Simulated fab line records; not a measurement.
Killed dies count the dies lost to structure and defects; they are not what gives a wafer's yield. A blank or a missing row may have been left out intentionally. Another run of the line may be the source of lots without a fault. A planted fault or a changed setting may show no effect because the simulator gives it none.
Split-lot trial ; flow n5-finfet ; 21 wafers read across 7 lots, on a route 1938 steps long

== THE SPLIT ITSELF ==
At N5_BEOL_M12_COAT_66 (time 60 s, resist thk 110 nm), the setting spin-rpm was moved away from the recipe's 1500 rpm on 3 of the 21 wafers read, by -10.1% to -9.8%. The other wafers ran this setting at the recipe's value.

Split to reading: the file shows no intervening step.

== THE READING ==
coat_of_BEOL_M12_COAT_22.thk-nm (the simulator's own value, which no gauge read), in nm, at N5_BEOL_M12_ETCH_67 (etches SiARC in CF4, target depth 143 nm, time 238.3 s). There is no usual value for it anywhere in the file. Across the 18 wafers here that went through the recipe, the average is 210.9 nm and the standard deviation 0.85 nm.

wafer;tool, chamber at the split;spin-rpm as run, rpm;against the recipe;coat_of_BEOL_M12_COAT_22.thk-nm, nm;against lot-mates on the recipe
L075.2;litho-track-04, 0;1500;recipe;210.6;-
L075.3;litho-track-04, 0;1500;recipe;210.4;-
L075.4;litho-track-04, 0;1500;recipe;209.6;-
L081.3;litho-track-04, 0;1348;-10.1%;207;-4.8
L081.5;litho-track-04, 0;1500;recipe;211.4;-
L081.6;litho-track-04, 0;1500;recipe;212.2;-
L083.3;litho-track-04, 0;1500;recipe;210.2;-
L083.5;litho-track-04, 0;1500;recipe;209.8;-
L083.6;litho-track-04, 0;1500;recipe;210;-
L085.4;litho-track-04, 0;1353;-9.8%;207;-3.2
L085.5;litho-track-04, 0;1353;-9.8%;206.6;-3.6
L085.6;litho-track-04, 0;1500;recipe;210.2;-
L089.1;litho-track-02, 0;1500;recipe;210.8;-
L089.3;litho-track-02, 0;1500;recipe;210.6;-
L089.6;litho-track-02, 0;1500;recipe;210.6;-
L094.1;litho-track-02, 0;1500;recipe;212.6;-
L094.3;litho-track-02, 0;1500;recipe;211.8;-
L094.6;litho-track-02, 0;1500;recipe;212.2;-
L096.1;litho-track-04, 0;1500;recipe;211;-
L096.4;litho-track-04, 0;1500;recipe;210.2;-
L096.5;litho-track-04, 0;1500;recipe;211.2;-

FIT RESULTS
A straight line over all 21 wafers: coat_of_BEOL_M12_COAT_22.thk-nm changes by +0.402 nm for each +1% of spin-rpm; r = +0.87; the points scatter about the line by 0.84 nm.
The same after taking each lot's own level away (the mean of its wafers on the recipe; 21 wafers): +0.391 nm for each +1%; r = +0.96; scatter 0.4 nm.
The reading moves by 4 nm for the largest change in spin-rpm, on that fit.
The lots' own levels span 210.00 to 212.20 nm, that is 2.6 times the standard deviation above.
The two slopes agree, so the slope changes little with the lot-to-lot level.
Check: with one of the wafers moved furthest among these (-10.1%) left out of the fit, the line predicts -3.52 nm for it against its lot-mates. Against them it came out at -4.8 nm.

== ADDITIONAL SPLITS CARRIED BY THESE WAFERS ==
These wafers also went through other splits before the reading. Each is held against what the fit with the lots' levels taken away leaves over:
other split on the same wafers;wafers away from the commonest value;r with coat_of_BEOL_M12_COAT_22.thk-nm (lot level and that fit taken away)
N5_BEOL_M10_VIA_ETCH_34 bias-w;7;+0.17
N5_BEOL_M10_TRENCH_ETCH_37 bias-w;8;-0.02
N5_BEOL_M11_VIA_ETCH_34 time-s;7;-0.40
N5_BEOL_M11_TRENCH_ETCH_37 source-w;8;+0.06

== THE WHOLE CHAIN: every reading that the file lists as answering this split, in the file's order ==
step;what it does;reading;change (the file's fit);r (the file's)
N5_BEOL_M12_COAT_66;time 60 s, resist thk 110 nm;SiARC_of_BEOL_M12_COAT_66.thk-nm (the simulator's own value, which no gauge read);-0.612 nm for each +1% of the setting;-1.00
N5_BEOL_M12_ETCH_67;etches SiARC in CF4, target depth 143 nm, time 238.3 s;etch.depth-nm (the simulator's own value, which no gauge read);-0.612 nm for each +1% of the setting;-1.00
N5_BEOL_M12_ETCH_67;etches SiARC in CF4, target depth 143 nm, time 238.3 s;coat_of_BEOL_M12_COAT_22.thk-nm (the simulator's own value, which no gauge read);+0.412 nm for each +1% of the setting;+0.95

== FILE'S OWN FIT ==
coat_of_BEOL_M12_COAT_22.thk-nm changes by +0.412 nm for each +1% of spin-rpm, r = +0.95.
